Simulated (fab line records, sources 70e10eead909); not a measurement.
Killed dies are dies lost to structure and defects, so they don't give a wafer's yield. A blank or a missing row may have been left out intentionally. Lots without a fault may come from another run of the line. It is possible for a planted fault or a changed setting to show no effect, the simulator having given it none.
The tool behind it: which one? + flow nand-harc + 11 lots, 33 wafers sampled, at 6 steps of a route of 1159

## WHAT EACH GAUGE READ, for each wafer
NHARC_P_M2_CD_MEAS_09: target cd 170 nm. Usual: cd-nm at 170.2 nm, with a standard deviation of 0.58.
| lot  | measured     | on        | cd-nm (nm)        | flag |
|------|--------------|-----------|-------------------|------|
| L443 | day 5 23:13  | cd-sem-02 | 169.8 169.5 169.9 |      |
| L445 | day 6 22:28  | cd-sem-03 | 169.9 170.4 170.5 |      |
| L446 | day 6 22:29  | cd-sem-01 | 169.7 171.7 170.3 |      |
| L448 | day 7 12:55  | cd-sem-01 | 170.3 170.9 169.9 |      |
| L447 | day 7 13:32  | cd-sem-03 | 170.8 170.8 170.2 |      |
| L454 | day 9 15:02  | cd-sem-02 | 169.3 169.2 170.8 |      |
| L457 | day 9 18:12  | cd-sem-02 | 162.6 170.0 171.0 | OFF  |
| L458 | day 10 01:04 | cd-sem-03 | 170.3 170.5 163.4 | OFF  |
| L462 | day 10 22:26 | cd-sem-02 | 171.0 171.2 170.9 |      |
| L464 | day 11 09:09 | cd-sem-02 | 170.2 170.1 169.9 |      |
| L466 | day 11 20:38 | cd-sem-03 | 170.4 170.2 169.7 |      |

NHARC_END_SORT_01. Usual: defect-limited-yield 95.2 %, standard deviation 1.9; killed-at-array 29, standard deviation 13; killed-at-other 0.7, standard deviation 1; killed-at-periphery 3.2, standard deviation 2.3; killed-dies 33, standard deviation 13; killed-open 3.3, standard deviation 1.7; killed-short 2.0, standard deviation 1.5; sort_bin_2_pct 1.5 %, standard deviation 0.8; sort_bin_3_pct 0.27 %, standard deviation 0.22; sort_bin_4_pct 3.0 %, standard deviation 1.1; sort-n-pass 644, standard deviation 13; sort-rim-yield-pct 96.0 %, standard deviation 2.9; sort-yield-pct 95.2 %, standard deviation 1.9.
| lot  | measured     | on        | defect-limited-yield (%) | killed-at-array | killed-at-other | killed-at-periphery | killed-dies | killed-open | killed-short | sort_bin_2_pct (%) | sort_bin_3_pct (%) | sort_bin_4_pct (%) | sort-n-pass | sort-rim-yield-pct (%) | sort-yield-pct (%) | flag |
|------|--------------|-----------|--------------------------|-----------------|-----------------|---------------------|-------------|-------------|--------------|--------------------|--------------------|--------------------|-------------|------------------------|--------------------|------|
| L457 | day 23 01:42 | prober-01 | 96.2 96.6 96.8           | 19 16 16        | 3 3 4           | 4 4 2               | 26 23 22    | 5 6 3       | 5 2 1        | 1.0 1.5 0.7        | 0.30 0.15 0.44     | 2.5 1.8 2.1        | 651 654 655 | 97.2 95.3 97.2         | 96.2 96.6 96.8     |      |
| L458 | day 23 02:31 | prober-02 | 93.4 93.1 92.9           | 44 42 46        | 0 0 0           | 1 5 2               | 45 47 48    | 3 4 3       | 1 3 1        | 2.5 2.2 2.8        | 0.44 0.44 0        | 3.7 4.3 4.3        | 632 630 629 | 98.1 88.7 94.3         | 93.4 93.1 92.9     |      |

## EACH LOT AND THE TOOL THAT RAN IT (in order: tool; ch and the chambers of the sampled wafers; start)
| lot  | NHARC_P_M1_CMP_23             | NHARC_P_M1_PRE_CLEAN_32         | NHARC_P_M2_PEB_07                 | NHARC_P_M2_ETCH_28                            |
|------|-------------------------------|---------------------------------|-----------------------------------|-----------------------------------------------|
| L443 | cmp-03 ch 1,2,3, day 5 21:20  | pecvd-01 ch 2, day 5 21:52      | litho-track-01 ch 0, day 5 23:08  | rie-diel-01 ch 0,1,2, no start                |
| L445 | cmp-01 ch 1,2, day 6 20:29    | pecvd-01 ch 0,1, day 6 21:02    | litho-track-06 ch 0, day 6 22:23  | rie-diel-04 ch 1,2,3, no start                |
| L446 | cmp-02 ch 0,1,2, day 6 20:44  | pecvd-02 ch 1,2, day 6 21:18    | litho-track-01 ch 0, day 6 22:24  | rie-diel-11 ch 1,2,3, no start                |
| L448 | cmp-02 ch 0,3, day 7 11:05    | pecvd-03 ch 0,1, day 7 11:37    | litho-track-04 ch 0, day 7 12:50  | rie-diel-04 ch 0,2,3, no start                |
| L447 | cmp-02 ch 0,2,3, day 7 11:37  | pecvd-03 ch 0,1,2, day 7 12:07  | litho-track-04 ch 0, day 7 13:28  | rie-diel-11 ch 0,1,2, no start                |
| L454 | cmp-01 ch 0,1, day 9 12:41    | pecvd-01 ch 0,1,2, day 9 13:32  | litho-track-01 ch 0, day 9 14:58  | rie-diel-11 ch 0,2,3, no start                |
| L457 | cmp-01 ch 0,2,3, day 9 16:22  | pecvd-02 ch 0,1, day 9 16:53    | litho-track-04 ch 0, day 9 18:07  | rie-diel-04 ch 0,1,3, day 23 01:42 or earlier |
| L458 | cmp-01 ch 1,3, day 9 23:07    | pecvd-01 ch 1,2, day 9 23:40    | litho-track-04 ch 0, day 10 00:59 | rie-diel-04 ch 0,2,3, day 23 02:31 or earlier |
| L462 | cmp-03 ch 0,1,3, day 10 20:40 | pecvd-03 ch 0,1, day 10 21:10   | litho-track-06 ch 0, day 10 22:22 | rie-diel-11 ch 0,2,3, no start                |
| L464 | cmp-02 ch 0,1,3, day 11 07:21 | pecvd-02 ch 0,1,2, day 11 07:50 | litho-track-06 ch 0, day 11 09:04 | rie-diel-04 ch 0,1,2, no start                |
| L466 | cmp-01 ch 1,2, day 11 18:54   | pecvd-02 ch 1,2, day 11 19:26   | litho-track-01 ch 0, day 11 20:32 | rie-diel-04 ch 1,2,3, no start                |
- NHARC_P_M1_CMP_23: polishes, t overpolish 20 s, target thk 157.82 nm.
- NHARC_P_M1_PRE_CLEAN_32: time 12 s.
- NHARC_P_M2_PEB_07: peb time 65 s.
- NHARC_P_M2_ETCH_28: etches the open film in CF4/N2, target depth 30 nm, time 72.99 s.

## AS READ BY THE TOOLS THEMSELVES (means over the sampled wafers that have a number; for cases with no such wafer, the mark the record gives instead)
NHARC_P_M1_CMP_23. Usual: motor-current-A 12.0 A, standard deviation 1.2; time-to-endpoint-s 29.8 s, standard deviation 2.9.
| lot  | tool   | motor-current-A (A) | time-to-endpoint-s (s) | flag |
|------|--------|---------------------|------------------------|------|
| L443 | cmp-03 | 12.8                | 27.2                   |      |
| L445 | cmp-01 | 11.8                | 29.7                   |      |
| L446 | cmp-02 | 11.3                | 30.4                   |      |
| L448 | cmp-02 | 12.3                | 27.7                   |      |
| L447 | cmp-02 | 12.2                | 28.2                   |      |
| L454 | cmp-01 | 13.1                | 29.9                   |      |
| L457 | cmp-01 | 11.5                | 30.7                   |      |
| L458 | cmp-01 | 11.9                | 31.3                   |      |
| L462 | cmp-03 | 12.8                | 32.9                   |      |
| L464 | cmp-02 | 11.3                | 27.5                   |      |
| L466 | cmp-01 | 11.5                | 26.9                   |      |

NHARC_P_M1_PRE_CLEAN_32. Usual: heater-power-w at 601 W, with a standard deviation of 61.
| lot  | tool     | heater-power-w (W) | flag |
|------|----------|--------------------|------|
| L443 | pecvd-01 | 573                |      |
| L445 | pecvd-01 | 569                |      |
| L446 | pecvd-02 | 598                |      |
| L448 | pecvd-03 | 644                |      |
| L447 | pecvd-03 | 654                |      |
| L454 | pecvd-01 | 599                |      |
| L457 | pecvd-02 | 565                |      |
| L458 | pecvd-01 | 631                |      |
| L462 | pecvd-03 | 644                |      |
| L464 | pecvd-02 | 595                |      |
| L466 | pecvd-02 | 554                |      |

NHARC_P_M2_PEB_07. Usual: chill-plate-temp-C 23.02 C, standard deviation 0.12; heater-power-total-W 156.6 W, standard deviation 0.41; resist-line-temp-C 23.01 C, standard deviation 0.11.
| lot  | tool           | chill-plate-temp-C (C) | heater-power-total-W (W) | resist-line-temp-C (C) | flag |
|------|----------------|------------------------|--------------------------|------------------------|------|
| L443 | litho-track-01 | 23.04                  | 156.2                    | 23.04                  |      |
| L445 | litho-track-06 | 23.17                  | 157.0                    | 23.01                  |      |
| L446 | litho-track-01 | 23.03                  | 156.8                    | 23.06                  |      |
| L448 | litho-track-04 | 23.18                  | 156.4                    | 22.89                  |      |
| L447 | litho-track-04 | 22.77                  | 156.7                    | 23.11                  |      |
| L454 | litho-track-01 | 23.11                  | 156.8                    | 23.20                  |      |
| L457 | litho-track-04 | 22.87                  | 162.9                    | 23.01                  | OFF  |
| L458 | litho-track-04 | 22.83                  | 163.1                    | 23.05                  | OFF  |
| L462 | litho-track-06 | 23.01                  | 156.7                    | 23.21                  |      |
| L464 | litho-track-06 | 22.98                  | 156.5                    | 23.07                  |      |
| L466 | litho-track-01 | 23.08                  | 156.6                    | 22.97                  |      |

NHARC_P_M2_ETCH_28. Usual: drypump-motor-current-A 5.6 A, standard deviation 0.36; oes-product-au 0.998 a.u., standard deviation 0.0094; rf-vpp-V 314.6 V, standard deviation 2.2; showerhead-plenum-p-Torr 2.65 Torr, standard deviation 0.12; throttle-valve-pct 19.795 %, standard deviation 0.0089.
| lot  | tool        | drypump-motor-current-A (A) | oes-product-au (a.u.) | rf-vpp-V (V) | showerhead-plenum-p-Torr (Torr) | throttle-valve-pct (%) | flag |
|------|-------------|-----------------------------|-----------------------|--------------|---------------------------------|------------------------|------|
| L443 | rie-diel-01 | 5.6                         | 1.005                 | 313.3        | 2.60                            | 19.791                 |      |
| L445 | rie-diel-04 | 5.7                         | 0.994                 | 313.9        | 2.63                            | 19.797                 |      |
| L446 | rie-diel-11 | 5.5                         | 1.001                 | 315.4        | 2.69                            | 19.792                 |      |
| L448 | rie-diel-04 | 5.4                         | 0.997                 | 316.4        | 2.71                            | 19.801                 |      |
| L447 | rie-diel-11 | 5.5                         | 1.002                 | 314.6        | 2.65                            | 19.791                 |      |
| L454 | rie-diel-11 | 5.7                         | 0.991                 | 314.2        | 2.59                            | 19.789                 |      |
| L457 | rie-diel-04 | 5.5                         | 0.998                 | 313.6        | 2.60                            | 19.794                 |      |
| L458 | rie-diel-04 | 5.4                         | 0.997                 | 315.9        | 2.71                            | 19.795                 |      |
| L462 | rie-diel-11 | 5.7                         | 0.987                 | 314.0        | 2.59                            | 19.799                 |      |
| L464 | rie-diel-04 | 5.7                         | 1.004                 | 315.2        | 2.66                            | 19.791                 |      |
| L466 | rie-diel-04 | 5.7                         | 1.001                 | 313.4        | 2.62                            | 19.798                 |      |

## THE ANSWER, worked out from the rows above alone
Rule: take the mean of a lot's wafers that have a number; if it is more than 3 standard deviations from the usual mean, the lot is off. A lot without any number at a reading at which 4 lots or more have one is off too. All remaining lots with rows at the step are treated as sound. Order of review: gauges by route order, followed by the tools' own readings, for which a lot's mean as printed above is used. At the first step where some lot is off, the reading lying furthest off is the one used; lots without a number count as furthest.
Off, at NHARC_P_M2_CD_MEAS_09 on cd-nm: L457, L458.
A tool fits if, at a process step before that reading, it ran every lot that is off, and no sound lot after the first of them. Not tried: the gauges at NHARC_P_M2_CD_MEAS_09; whatever is off there is also off at NHARC_P_M2_PEB_07, on other tools, and gauge error can't account for it. One candidate fits, namely litho-track-04 at NHARC_P_M2_PEB_07. Its last sound lot is L447 (day 7 13:28), its first lot that is off L457 (day 9 18:07): a fault that began between those two fits.
The tool's own readings at NHARC_P_M2_PEB_07 bear it out: on the lots that are off they differ by more than 5 times the standard deviation of the sound lots' means. heater-power-total-W reads 163.0 W there against 156.6 W on the sound lots.

## WHAT HAD BEEN PUT IN BY THE SIMULATOR
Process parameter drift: litho-track-04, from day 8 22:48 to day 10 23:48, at NHARC_P_M2_PEB_07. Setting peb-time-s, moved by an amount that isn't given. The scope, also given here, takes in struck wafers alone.
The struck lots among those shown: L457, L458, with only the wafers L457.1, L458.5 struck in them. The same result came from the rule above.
